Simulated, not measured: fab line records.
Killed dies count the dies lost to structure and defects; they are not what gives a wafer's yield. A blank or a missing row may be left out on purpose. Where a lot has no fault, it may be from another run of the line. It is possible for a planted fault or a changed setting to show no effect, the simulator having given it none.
fab line records	flow nand-harc	part 1 of 2: steps 1 to 23 of 30
record: lots: 7	wafers: 21	last-day: 33
route steps=1302 shown A_CHANNEL_HOLE_D1@460
lots that met no fault: from a run of the same line without faults
start-h: the number of hours between the record's first day and the start of the first shown wafer of the lot	wait-h: hours since the lot's step before	" repeats the value in the row above	L1.1+2: a single row standing in for several wafers	- value missing, or start not given	* or withheld: withheld	< > ~ a bound
route shown NAME@n: a module of which the file shows steps, and the number in the route of the first	usual: average and standard deviation across the fault-free wafers	same: alike in all rows	chamber/n: place in a boat	sites: the reading at each site	_std_site: standard deviation of those values	_edge_site: the outer-site mean with the inner-site mean subtracted	radius-mm: for every site, how far away it sits from the centre of the wafer	mask NAME#n: copy n	behind: the most recent tool/chamber to have shaped the wafer	hold: cause of the lot's hold/its duration in hours/its outcome	device: transistor that didn't switch, given as n, p or np	end of line: at the end of the route, the tests of the same wafers	a step with no rows: only its recipe	killed: count of dies lost to structure and defects at first sort (not the wafer's yield)	map: a wafer's dies, x killed, . not, _ none there
set.NAME: the setting that was run; set.NAME@STEP: the one run at that earlier step	model.NAME: the simulator's own value behind a step, which no gauge read
lots seen at some steps along the route; tables by step, rows by wafer
services: when a tool's chamber went out of use (start-h, in hours from the record's first day, below 0 if earlier), for how many hours, and the reason
== steps ==
step: NHARC_A_CHANNEL_HOLE_D1_PEB_08
recipe: peb-temp-c: 100	peb-time-s: 65
step: NHARC_A_CHANNEL_HOLE_D1_DEVELOP_09
recipe: develop-time-s: 35	dev-temp-c: 23
step: NHARC_A_CHANNEL_HOLE_D1_CD_MEAS_10
recipe: target-cd-nm: 100	landing-energy-ev: 500
usual: cd-nm: 99.7/0.51
lot.wafer	tool	chamber	start-h	wait-h	cd-nm
L871.3	cd-sem-02	0	185.05	-	100.3
L871.4	"	0	"	"	100.1
L871.6	"	0	"	"	100.6
L882.3	cd-sem-01	0	291.63	-	100.6
L882.4	"	0	"	"	99.8
L882.6	"	0	"	"	99.9
L883.3	cd-sem-03	0	299.78	-	99.8
L883.4	"	0	"	"	100.0
L883.6	"	0	"	"	99.8
L884.1	cd-sem-02	0	301.73	-	100.1
L884.3	"	0	"	"	99.8
L884.4	"	0	"	"	100.3
L891.2	cd-sem-01	0	377.08	-	99.8
L891.4	"	0	"	"	99.7
L891.5	"	0	"	"	100.3
L892.1	cd-sem-03	0	388.67	-	99.8
L892.2	"	0	"	"	99.4
L892.6	"	0	"	"	99.4
L893.2	cd-sem-02	0	393.39	-	99.1
L893.3	"	0	"	"	99.3
L893.5	"	0	"	"	98.8
step: NHARC_A_CHANNEL_HOLE_D1_OVL_MEAS_11
usual: overlay-x-nm: -0.2/0.66	overlay-y-nm: -0.2/0.89
lot.wafer	tool	chamber	start-h	wait-h	overlay-x-nm	overlay-y-nm
L871.3	overlay-02	-	185.14	-	-0.2	0.8
L871.4	"	-	"	"	-0.8	-0.4
L871.6	"	-	"	"	-0.6	-0.2
L882.3	overlay-02	-	291.71	-	0.7	0.7
L882.4	"	-	"	"	0.9	0.7
L882.6	"	-	"	"	0.8	0.6
L883.3	overlay-02	-	299.86	-	-0.4	-0.8
L883.4	"	-	"	"	-0.1	-1.2
L883.6	"	-	"	"	-0.4	-1.4
L884.1	overlay-01	-	301.82	-	-0.5	-1.1
L884.3	"	-	"	"	-0.1	-1.5
L884.4	"	-	"	"	0.1	-0.7
L891.2	overlay-01	-	377.17	-	-0.8	0.2
L891.4	"	-	"	"	-0.6	0.3
L891.5	"	-	"	"	-1.0	0.4
L892.1	overlay-02	-	388.76	-	-0.1	-0.1
L892.2	"	-	"	"	-0.1	-0.1
L892.6	"	-	"	"	-0.8	0.6
L893.2	overlay-02	-	393.47	-	1.5	1.2
L893.3	"	-	"	"	1.5	1.7
L893.5	"	-	"	"	1.1	1.7
step: NHARC_A_CHANNEL_HOLE_D1_INSPECT_12
usual: raw-defect-count: 5.3/2.6
lot.wafer	tool	chamber	start-h	wait-h	raw-defect-count
L871.3	defect-inspect-01	-	185.17	0.0	7
L871.4	"	-	"	"	8
L871.6	"	-	"	"	9
L882.3	defect-inspect-02	-	291.75	0.0	6
L882.4	"	-	"	"	7
L882.6	"	-	"	"	5
L883.3	defect-inspect-01	-	299.90	0.0	4
L883.4	"	-	"	"	1
L883.6	"	-	"	"	7
L884.1	defect-inspect-01	-	301.86	0.0	2
L884.3	"	-	"	"	4
L884.4	"	-	"	"	3
L891.2	defect-inspect-02	-	377.20	0.0	4
L891.4	"	-	"	"	4
L891.5	"	-	"	"	2
L892.1	defect-inspect-01	-	388.80	0.0	7
L892.2	"	-	"	"	6
L892.6	"	-	"	"	4
L893.2	defect-inspect-01	-	393.51	0.0	9
L893.3	"	-	"	"	5
L893.5	"	-	"	"	12
step: NHARC_A_CHANNEL_HOLE_D1_DESCUM_15
recipe: time-s: 3	o2-flow-sccm: 200	ar-flow-sccm: 0	bias-power-w: 0	chemistry: O2
usual: drypump-motor-current-A: 5.7/0.45	oes-product-au: 1.003/0.0072	rf-vpp-V: 57.8/0.79	showerhead-plenum-p-Torr: 1.91/0.062	throttle-valve-pct: 11.310/0.0082
lot.wafer	tool	chamber	start-h	wait-h	drypump-motor-current-A	oes-product-au	rf-hours-counter-h	rf-vpp-V	showerhead-plenum-p-Torr	throttle-valve-pct
L871.4	rie-diel-08	1	185.23	0.1	6.5	0.990	13	56.7	1.84	11.329
L871.3	"	2	"	"	6.0	0.994	10	58.9	1.89	11.314
L871.6	"	2	"	"	6.0	0.988	-	58.5	1.89	11.303
L882.4	rie-diel-08	3	291.82	0.1	5.7	0.993	8	57.6	1.98	11.308
L882.3	"	0	"	"	5.1	1.009	7	56.2	1.86	11.319
L882.6	"	3	"	"	5.7	1.010	-	57.4	1.98	11.321
L883.4	rie-diel-08	2	299.96	0.1	5.9	1.017	8	56.1	1.88	11.303
L883.3	"	3	"	"	5.7	1.000	8	58.0	1.98	11.305
L883.6	"	2	"	"	6.0	1.003	-	58.7	1.88	11.316
L884.3	rie-diel-08	2	301.92	0.1	6.0	1.008	9	58.1	1.88	11.308
L884.1	"	3	"	"	5.7	1.006	9	57.6	1.98	11.315
L884.4	"	0	"	"	5.1	0.999	8	58.4	1.86	11.314
L891.4	rie-diel-08	0	377.26	0.1	5.0	1.010	0	58.4	1.86	11.310
L891.2	"	2	"	"	5.9	1.000	0	57.2	1.88	11.307
L891.5	"	0	"	"	5.1	1.004	-	59.4	1.86	11.311
L892.2	rie-diel-09	0	388.88	0.1	5.2	1.005	19	57.9	1.88	11.296
L892.1	"	1	"	"	6.0	0.999	15	57.9	1.99	11.316
L892.6	"	2	"	"	5.2	1.001	-	57.8	1.86	11.309
L893.2	rie-diel-08	1	393.57	0.1	6.5	0.990	1	57.5	1.84	11.323
L893.3	"	2	"	"	5.9	1.008	1	58.5	1.88	11.302
L893.5	"	2	"	"	5.9	1.006	-	57.6	1.88	11.311
step: NHARC_A_CHANNEL_HOLE_D1_ETCH_38
recipe: target-depth-a: 390	over-etch-frac: 0.3	time-s: 65	ion-energy-ev: 80	cf4-flow-sccm: 150	ar-flow-sccm: 0	rf-w: 300	bias-w: 100	chemistry: CF4
step: NHARC_A_CHANNEL_HOLE_D1_ETCH_39
recipe: target-depth-a: 2600	over-etch-frac: 0.3	time-s: 325	ion-energy-ev: 200	n2-flow-sccm: 150	h2-flow-sccm: 150	ar-flow-sccm: 0	rf-w: 400	bias-w: 150	chemistry: N2/H2
step: NHARC_A_CHANNEL_HOLE_D1_ETCH_34
recipe: target-depth-a: 1540	time-s: 77	cf4-flow-sccm: 100	chf3-flow-sccm: 30	ar-flow-sccm: 0	rf-w: 500	bias-w: 200	chemistry: CF4/CHF3
step: NHARC_A_CHANNEL_HOLE_D1_ETCH_16
recipe: target-depth-a: 31000	over-etch-frac: 0.3	time-s: 806	ion-energy-ev: 150	o2-flow-sccm: 400	cos-flow-sccm: 20	ar-flow-sccm: 0	rf-w: 500	bias-w: 300	chemistry: O2/COS
step: NHARC_A_CHANNEL_HOLE_D1_CD_MEAS_18
usual: cd-nm: 98.4/2.5
lot.wafer	tool	chamber	start-h	wait-h	cd-nm
L871.3	cd-sem-03	-	186.66	-	99.2
L871.4	"	-	"	"	98.0
L871.6	"	-	"	"	94.3
L882.3	cd-sem-02	-	292.92	-	98.5
L882.4	"	-	"	"	95.3
L882.6	"	-	"	"	99.5
L883.3	cd-sem-03	-	301.07	-	99.0
L883.4	"	-	"	"	96.8
L883.6	"	-	"	"	96.1
L884.1	cd-sem-01	-	303.04	-	99.2
L884.3	"	-	"	"	96.0
L884.4	"	-	"	"	99.7
L891.2	cd-sem-01	-	378.38	-	98.1
L891.4	"	-	"	"	96.6
L891.5	"	-	"	"	101.0
L892.1	cd-sem-02	-	389.95	-	100.0
L892.2	"	-	"	"	94.9
L892.6	"	-	"	"	98.6
L893.2	cd-sem-03	-	394.68	-	95.2
L893.3	"	-	"	"	99.2
L893.5	"	-	"	"	98.9
step: NHARC_A_CHANNEL_HOLE_D1_ETCH_19
recipe: bias-v: 1200	source-w: 2500	pressure-mtorr: 15	time-s: 34.5	ar-flow-sccm: 375	c4f8-flow-sccm: 28.8	o2-flow-sccm: 96.2	temp-c: -20	target-depth-a: *	chemistry: C4F8/O2/Ar
step: NHARC_A_CHANNEL_HOLE_D1_ETCH_20
recipe: bias-v: 3000	source-w: withheld	pressure-mtorr: 20	time-s: 361.9	ar-flow-sccm: 375	c4f8-flow-sccm: 89.3	o2-flow-sccm: 35.7	temp-c: -20	target-depth-a: 16000	chemistry: C4F8/O2/Ar
usual: c4f8-flow-sccm: 89.31/0.25	chamber-pressure-mTorr: 20.000/0.017	drypump-motor-current-A: 5.9/0.31	he-backside-leak-sccm: 6.1/0.82	showerhead-plenum-p-Torr: 3.57/0.13	throttle-valve-pct: 32.155/0.01
lot.wafer	tool	chamber	start-h	wait-h	c4f8-flow-sccm	chamber-pressure-mTorr	drypump-motor-current-A	he-backside-leak-sccm	rf-hours-counter-h	showerhead-plenum-p-Torr	throttle-valve-pct
L871.4	har-etch-01	0	187.77	0.2	89.23	19.984	5.7	5.8	-	3.73	32.161
L871.3	"	1	"	"	89.40	19.992	6.2	5.2	-	3.57	32.158
L871.6	"	1	"	"	89.49	20.015	6.2	5.0	-	3.57	32.150
L882.3	har-etch-01	0	293.61	0.2	-	-	-	-	-	-	-
L882.4	"	1	"	"	-	-	-	-	-	-	-
L882.6	"	0	"	"	-	-	-	-	-	-	-
L883.3	har-etch-01	0	301.36	0.2	-	-	-	-	-	-	-
L883.4	"	1	"	"	-	-	-	-	-	-	-
L883.6	"	0	"	"	-	-	-	-	-	-	-
L884.1	har-etch-02	1	303.28	0.1	-	-	-	-	-	-	-
L884.4	"	0	"	"	-	-	-	-	-	-	-
L884.3	"	1	"	"	-	-	-	-	-	-	-
L891.2	har-etch-01	1	378.57	0.1	89.63	19.965	6.2	5.7	198	3.51	32.159
L891.4	"	0	"	"	89.13	19.986	5.7	6.2	-	3.67	32.144
L891.5	"	1	"	"	89.36	20.031	6.3	5.5	-	3.51	32.144
L892.2	har-etch-01	0	392.33	0.1	89.21	20.014	5.7	6.3	210	3.67	32.156
L892.1	"	1	"	"	89.41	19.991	6.2	5.6	210	3.50	32.151
L892.6	"	0	"	"	89.40	19.991	5.7	6.2	-	3.67	32.172
L893.2	har-etch-02	1	397.78	0.1	89.53	20.021	6.3	5.7	0	3.93	32.153
L893.3	"	1	"	"	89.23	20.012	6.3	5.7	-	3.93	32.164
L893.5	"	0	"	"	89.59	20.008	5.6	4.2	-	3.93	32.159
step: NHARC_A_CHANNEL_HOLE_D1_ETCH_21
recipe: bias-v: 3000	source-w: withheld	pressure-mtorr: 20	time-s: 514.3	ar-flow-sccm: 375	c4f8-flow-sccm: 89.3	o2-flow-sccm: 35.7	temp-c: -20	target-depth-a: 16000	chemistry: C4F8/O2/Ar
step: NHARC_A_CHANNEL_HOLE_D1_ETCH_22
recipe: bias-v: 3000	source-w: withheld	pressure-mtorr: 20	time-s: 666.7	ar-flow-sccm: 375	c4f8-flow-sccm: 89.3	o2-flow-sccm: 35.7	temp-c: -20	target-depth-a: 16000	chemistry: C4F8/O2/Ar
usual: c4f8-flow-sccm: 89.29/0.26	chamber-pressure-mTorr: 20.001/0.019	drypump-motor-current-A: 5.9/0.31	he-backside-leak-sccm: 6.2/0.86	showerhead-plenum-p-Torr: 3.57/0.13	throttle-valve-pct: 32.156/0.0098
lot.wafer	tool	chamber	start-h	wait-h	c4f8-flow-sccm	chamber-pressure-mTorr	drypump-motor-current-A	he-backside-leak-sccm	rf-hours-counter-h	showerhead-plenum-p-Torr	throttle-valve-pct
L871.4	har-etch-01	0	188.61	0.4	89.73	20.013	5.7	5.8	-	3.73	32.152
L871.3	"	1	"	"	88.87	20.002	6.2	5.4	-	3.57	32.158
L871.6	"	1	"	"	89.20	20.023	6.2	5.4	-	3.57	32.158
L882.3	har-etch-01	0	294.45	0.4	89.04	20.021	5.7	6.0	-	3.70	32.172
L882.4	"	1	"	"	89.63	20.015	6.2	5.5	-	3.54	32.152
L882.6	"	0	"	"	89.29	19.976	5.7	5.9	-	3.70	32.168
L883.3	har-etch-01	0	302.20	0.4	89.33	20.006	5.7	6.0	-	3.70	32.143
L883.4	"	1	"	"	89.04	19.996	6.2	5.2	-	3.53	32.156
L883.6	"	0	"	"	88.78	19.986	5.7	6.0	-	3.70	32.157
L884.1	har-etch-02	1	304.07	0.4	88.94	20.004	6.3	6.6	367	3.43	32.176
L884.4	"	0	"	"	89.40	19.975	5.5	7.6	-	3.41	32.160
L884.3	"	1	"	"	89.34	20.018	6.2	6.7	-	3.43	32.144
L891.2	har-etch-01	1	379.32	0.4	89.39	20.011	6.2	5.8	199	3.51	32.149
L891.4	"	0	"	"	89.71	20.026	5.6	6.1	-	3.67	32.139
L891.5	"	1	"	"	89.48	19.976	6.2	5.5	-	3.51	32.164
L892.2	har-etch-01	0	393.08	0.4	89.75	20.021	5.7	8.4	211	3.67	32.155
L892.1	"	1	"	"	89.24	19.953	6.2	5.4	211	3.50	32.156
L892.6	"	0	"	"	89.40	20.002	5.7	6.2	-	3.67	32.173
L893.2	har-etch-02	1	398.58	0.4	89.69	20.002	6.3	5.3	1	3.93	32.156
L893.3	"	1	"	"	89.45	19.996	6.3	5.5	-	3.93	32.142
L893.5	"	0	"	"	89.37	19.991	5.6	4.4	-	3.93	32.156
step: NHARC_A_CHANNEL_HOLE_D1_ETCH_23
recipe: bias-v: 5000	source-w: withheld	pressure-mtorr: 20	time-s: 819	ar-flow-sccm: 375	c4f8-flow-sccm: 89.3	o2-flow-sccm: 35.7	temp-c: -20	target-depth-a: 16000	chemistry: C4F8/O2/Ar
usual: c4f8-flow-sccm: 89.3/0.31	chamber-pressure-mTorr: 20.001/0.02	drypump-motor-current-A: 5.9/0.31	he-backside-leak-sccm: 6.2/0.84	showerhead-plenum-p-Torr: 3.57/0.13	throttle-valve-pct: 32.154/0.0097
lot.wafer	tool	chamber	start-h	wait-h	c4f8-flow-sccm	chamber-pressure-mTorr	drypump-motor-current-A	he-backside-leak-sccm	rf-hours-counter-h	showerhead-plenum-p-Torr	throttle-valve-pct
L871.4	har-etch-01	0	189.22	0.5	89.3	19.991	5.7	5.8	-	3.73	32.145
L871.3	"	1	"	"	89.2	20.017	6.3	5.2	-	3.57	32.158
L871.6	"	1	"	"	89.3	19.964	6.3	5.3	-	3.57	32.146
L882.3	har-etch-01	0	295.06	0.5	89.5	19.982	5.7	5.7	-	3.70	32.154
L882.4	"	1	"	"	89.5	19.950	6.2	5.5	-	3.54	32.168
L882.6	"	0	"	"	89.6	20.001	5.7	5.9	-	3.70	32.149
L883.3	har-etch-01	0	302.81	0.5	89.1	19.978	5.7	5.9	-	3.70	32.159
L883.4	"	1	"	"	89.0	20.014	6.2	5.2	-	3.53	32.171
L883.6	"	0	"	"	89.2	20.010	5.7	6.0	-	3.70	32.135
L884.1	har-etch-02	1	304.66	0.5	89.0	19.972	6.3	6.7	368	3.43	32.167
L884.4	"	0	"	"	89.5	20.023	5.5	7.7	-	3.41	32.156
L884.3	"	1	"	"	89.4	19.980	6.3	6.6	-	3.43	32.161
L891.2	har-etch-01	1	379.89	0.5	89.5	20.034	6.3	5.4	200	3.51	32.164
L891.4	"	0	"	"	89.3	19.991	5.7	6.0	-	3.67	32.147
L891.5	"	1	"	"	90.0	20.024	6.2	5.3	-	3.51	32.168
L892.2	har-etch-01	0	393.65	0.5	89.5	20.020	5.7	6.2	211	3.67	32.146
L892.1	"	1	"	"	89.1	20.033	6.2	5.8	211	3.50	32.141
L892.6	"	0	"	"	89.1	19.995	5.7	6.3	-	3.67	32.143
L893.2	har-etch-02	1	399.17	0.5	89.5	20.006	6.3	5.5	1	3.93	32.154
L893.3	"	1	"	"	89.2	20.000	6.3	5.7	-	3.93	32.163
L893.5	"	0	"	"	89.0	20.014	5.6	4.9	-	3.93	32.145
step: NHARC_A_CHANNEL_HOLE_D1_ETCH_24
recipe: bias-v: 5000	source-w: withheld	pressure-mtorr: 20	time-s: 906.2	ar-flow-sccm: 375	c4f8-flow-sccm: 93.8	o2-flow-sccm: 31.2	temp-c: -20	target-depth-a: 15000	chemistry: C4F8/O2/Ar
step: NHARC_A_CHANNEL_HOLE_D1_ETCH_25
recipe: bias-v: 5000	source-w: withheld	pressure-mtorr: 20	time-s: 1040.2	ar-flow-sccm: 375	c4f8-flow-sccm: 93.8	o2-flow-sccm: 31.2	temp-c: -20	target-depth-a: 15000	chemistry: C4F8/O2/Ar
usual: c4f8-flow-sccm: 93.8/0.3	chamber-pressure-mTorr: 20.001/0.018	drypump-motor-current-A: 6.0/0.31	he-backside-leak-sccm: 6.1/0.8	showerhead-plenum-p-Torr: 3.56/0.13	throttle-valve-pct: 32.235/0.0091
lot.wafer	tool	chamber	start-h	wait-h	c4f8-flow-sccm	chamber-pressure-mTorr	drypump-motor-current-A	he-backside-leak-sccm	rf-hours-counter-h	showerhead-plenum-p-Torr	throttle-valve-pct
L871.4	har-etch-01	0	190.76	0.7	93.5	20.011	5.7	5.8	-	3.73	32.236
L871.3	"	1	"	"	94.3	20.010	6.2	5.1	-	3.56	32.236
L871.6	"	1	"	"	93.9	19.989	6.3	5.2	-	3.56	32.240
L882.3	har-etch-01	0	296.58	0.7	93.5	20.003	5.7	5.9	-	3.70	32.245
L882.4	"	1	"	"	93.8	20.008	6.2	5.7	-	3.53	32.237
L882.6	"	0	"	"	94.0	19.975	5.7	6.0	-	3.69	32.251
L883.3	har-etch-01	0	304.33	0.7	93.6	20.022	5.7	6.0	-	3.69	32.234
L883.4	"	1	"	"	93.9	20.017	6.3	5.4	-	3.53	32.244
L883.6	"	0	"	"	93.6	20.016	5.7	6.0	-	3.69	32.236
L884.1	har-etch-02	1	306.14	0.7	94.0	19.981	6.2	6.8	370	3.43	32.227
L884.4	"	0	"	"	93.9	20.011	5.6	7.7	-	3.41	32.225
L884.3	"	1	"	"	94.0	20.007	6.3	6.5	-	3.43	32.243
L891.2	har-etch-01	1	381.35	0.6	93.5	19.996	6.2	5.6	201	3.50	32.229
L891.4	"	0	"	"	93.3	20.003	5.7	5.8	-	3.67	32.242
L891.5	"	1	"	"	94.1	20.012	6.2	5.8	-	3.50	32.247
L892.2	har-etch-01	0	395.12	0.6	94.1	19.972	5.7	6.3	213	3.66	32.237
L892.1	"	1	"	"	94.4	20.010	6.2	5.2	213	3.50	32.231
L892.6	"	0	"	"	94.2	19.988	5.7	6.4	-	3.66	32.230
L893.2	har-etch-02	1	400.67	0.7	93.7	20.007	6.3	5.7	3	3.93	32.253
L893.3	"	1	"	"	93.5	20.036	6.3	5.4	-	3.93	32.232
L893.5	"	0	"	"	93.5	20.022	5.6	4.4	-	3.93	32.240
step: NHARC_A_CHANNEL_HOLE_D1_ETCH_26
recipe: bias-v: 300	source-w: 2000	pressure-mtorr: 30	time-s: 224.1	ar-flow-sccm: 375	c4f8-flow-sccm: 11.4	o2-flow-sccm: 113.6	temp-c: -20	target-depth-a: 3000	chemistry: C4F8/O2/Ar
usual: bias-v: 299.6/2.6	c4f8-flow-sccm: 11.40/0.034	drypump-motor-current-A: 5.9/0.31	he-backside-leak-sccm: 6.2/0.94	showerhead-plenum-p-Torr: 3.61/0.14	throttle-valve-pct: 24.583/0.009
lot.wafer	tool	chamber	start-h	wait-h	bias-v	c4f8-flow-sccm	drypump-motor-current-A	he-backside-leak-sccm	rf-hours-counter-h	showerhead-plenum-p-Torr	throttle-valve-pct
L871.4	har-etch-01	0	191.41	0.5	300.2	11.40	5.7	6.0	-	3.78	24.587
L871.3	"	1	"	"	298.8	11.41	6.2	5.3	-	3.60	24.588
L871.6	"	1	"	"	300.1	11.44	6.2	5.3	-	3.60	24.576
L882.3	har-etch-01	0	297.23	0.5	298.5	11.38	5.7	5.8	-	3.75	24.575
L882.4	"	1	"	"	299.3	11.38	6.2	5.4	-	3.57	24.597
L882.6	"	0	"	"	299.5	11.41	5.7	6.0	-	3.75	24.583
L883.3	har-etch-01	0	304.98	0.5	303.2	11.35	5.7	6.2	-	3.74	24.584
L883.4	"	1	"	"	299.7	11.44	6.2	5.4	-	3.57	24.596
L883.6	"	0	"	"	302.3	11.33	5.7	5.9	-	3.74	24.582
L884.1	har-etch-02	1	306.92	0.6	297.2	11.41	6.3	6.8	370	3.46	24.586
L884.4	"	0	"	"	298.4	11.39	5.5	7.4	-	3.44	24.578
L884.3	"	1	"	"	299.5	11.41	6.3	6.8	-	3.46	24.587
L891.2	har-etch-01	1	382.22	0.7	299.9	11.33	6.2	5.7	202	3.54	24.591
L891.4	"	0	"	"	295.9	11.42	5.7	6.1	-	3.71	24.592
L891.5	"	1	"	"	299.6	11.39	6.2	5.7	-	3.54	24.585
L892.2	har-etch-01	0	396.01	0.7	302.5	11.33	5.7	11.7	214	3.71	24.600
L892.1	"	1	"	"	302.2	11.37	6.2	5.7	214	3.54	24.583
L892.6	"	0	"	"	300.0	11.42	5.7	6.2	-	3.71	24.560
L893.2	har-etch-02	1	401.44	0.6	297.0	11.36	6.2	7.1	4	3.99	24.574
L893.3	"	1	"	"	294.8	11.39	6.2	5.9	-	3.99	24.600
L893.5	"	0	"	"	302.8	11.41	5.5	4.6	-	3.99	24.571
step: NHARC_A_CHANNEL_HOLE_D1_ETCH_33
recipe: bias-v: 400	source-w: 2000	pressure-mtorr: 25	time-s: 90	ar-flow-sccm: 375	c4f8-flow-sccm: 41.7	o2-flow-sccm: 83.3	temp-c: -20	target-depth-a: 4000	chemistry: C4F8/O2/Ar
step: NHARC_A_CHANNEL_HOLE_D1_STRIP_41
recipe: n2-flow-sccm: 150	h2-flow-sccm: 150	ar-flow-sccm: 0	bias-w: 0	chemistry: N2/H2
step: NHARC_A_CHANNEL_HOLE_D1_STRIP_42
recipe: cf4-flow-sccm: 100	chf3-flow-sccm: 30	ar-flow-sccm: 0	bias-w: 0	chemistry: CF4/CHF3
step: NHARC_A_CHANNEL_HOLE_D1_STRIP_43
recipe: o2-flow-sccm: 400	cos-flow-sccm: 20	ar-flow-sccm: 0	bias-w: 0	chemistry: O2/COS
== key ==
first-sign: step: NHARC_A_CHANNEL_HOLE_D1_ETCH_20	reading: tool-record	direction: missing
effect: step: NHARC_A_CHANNEL_HOLE_D1_CD_MEAS_30	reading: cd-nm	direction: down	sigmas: 70	usual: 89.7	struck: 0.9
effect: step: NHARC_A_CHANNEL_HOLE_D1_XSEM_31	reading: bot-cd-nm	direction: down	sigmas: 50	usual: 74.3	struck: 1.4
model-effect: step: NHARC_A_CHANNEL_HOLE_D1_ETCH_44	value: A_CHANNEL_HOLE_D1.cd-nm	without: 90.8	struck: 97.86
met-at NHARC_A_CHANNEL_HOLE_D1_ETCH_20
struck-wafers L882.3,L882.4,L882.6,L883.3,L883.4,L883.6,L884.1,L884.3,L884.4
later-rows-left-out L882.3,L882.4,L882.6,L883.3,L883.4,L883.6,L884.1,L884.3,L884.4
sort-left-out L882.3,L882.4,L882.6,L883.3,L883.4,L883.6,L884.1,L884.3,L884.4
tester-left-out L882,L883,L884
onset-between 187.77 293.61
fault: kind: skipped-step-whole	tool: har-etch-01,har-etch-02	chamber: -	onset-h: 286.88	steps: NHARC_A_CHANNEL_HOLE_D1_ETCH_20	scope: struck-lots-only
tester-left-out: of these lots the tester's yield and bins aren't shown, on N5 and GAA mostly nor the transistor test; their killed dies are dies lost to structure and defects alone, not to doping, threshold or leakage, so they don't give the yield
sort-left-out: the simulated sort isn't trusted on such a fault, so these wafers' sort isn't shown, and their yield isn't known
later-rows-left-out: the simulator's readings of these wafers behind a module that went badly wrong aren't trusted and aren't shown, but for the sort
